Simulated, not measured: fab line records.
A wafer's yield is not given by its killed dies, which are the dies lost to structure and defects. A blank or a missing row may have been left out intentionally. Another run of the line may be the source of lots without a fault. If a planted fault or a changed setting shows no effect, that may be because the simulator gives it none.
Chamber matching -- flow n5 finfet -- rie diel-02 running N5_BEOL_M1_ETCH_69: 4 sister chambers
The step etches SiARC in CF4, target depth 15.6 nm, time 26 s. 14 wafers are shown with their chamber, then 7 later ones without.

## WAFERS PAIRED WITH THEIR CHAMBERS
wafer,chamber,drypump motor current A (A),showerhead plenum p Torr (Torr),throttle valve pct (%)
L074.2,2,6.1,2.12,16.0
L074.4,1,6.6,2.17,15.4
L074.5,1,6.7,2.17,15.4
L079.2,0,6.3,2.23,15.6
L079.3,2,6.1,2.11,16.0
L079.6,2,6.1,2.11,16.0
L080.3,3,5.2,2.10,15.4
L080.4,1,6.6,2.17,15.4
L080.6,2,6.1,2.11,16.0
L084.2,0,6.3,2.22,15.6
L084.3,3,5.2,2.09,15.4
L084.4,1,6.6,2.16,15.4
L090.1,2,6.1,2.11,15.5
L090.3,0,6.3,2.22,15.6

SIGNATURES (means of the wafers above)
reading,chamber 0,chamber 1,chamber 2,chamber 3,scatter within a chamber
drypump motor current A,6.300,6.625,6.100,5.200,0.0274
showerhead plenum p Torr,2.2233,2.1675,2.1120,2.0950,0.00521
throttle valve pct,15.600,15.400,15.900,15.400,0.141
Rule: distance of a wafer from a chamber = root of the sum over the readings of ((wafer's reading minus chamber's mean) / reading's scatter) squared. The wafer belongs to the nearest chamber; if the next one is less than 2 further off, it can't be placed. The scatter is the square root of a quotient: the sum, over the shown wafers, of each reading's squared deviation from its chamber's mean, divided by wafers minus chambers.

## WAFERS WITH NO CHAMBER GIVEN
wafer,drypump motor current A (A),showerhead plenum p Torr (Torr),throttle valve pct (%)
L090.5,6.3,2.22,15.6
L091.2,5.3,2.09,15.4
L091.4,6.1,2.11,15.5
L091.6,6.6,2.16,15.4
L092.2,6.6,2.16,15.4
L092.4,5.2,2.09,15.5
L092.6,5.3,2.09,15.5

## CHAMBER TAKEN BY EACH
wafer,from the rows above,in truth
L090.5,0,0
L091.2,3,3
L091.4,2,2
L091.6,1,1
L092.2,1,1
L092.4,3,3
L092.6,3,3
Correct placement for 7 of the 7. From these rows, 0 cannot be placed. 0 placed wrongly.
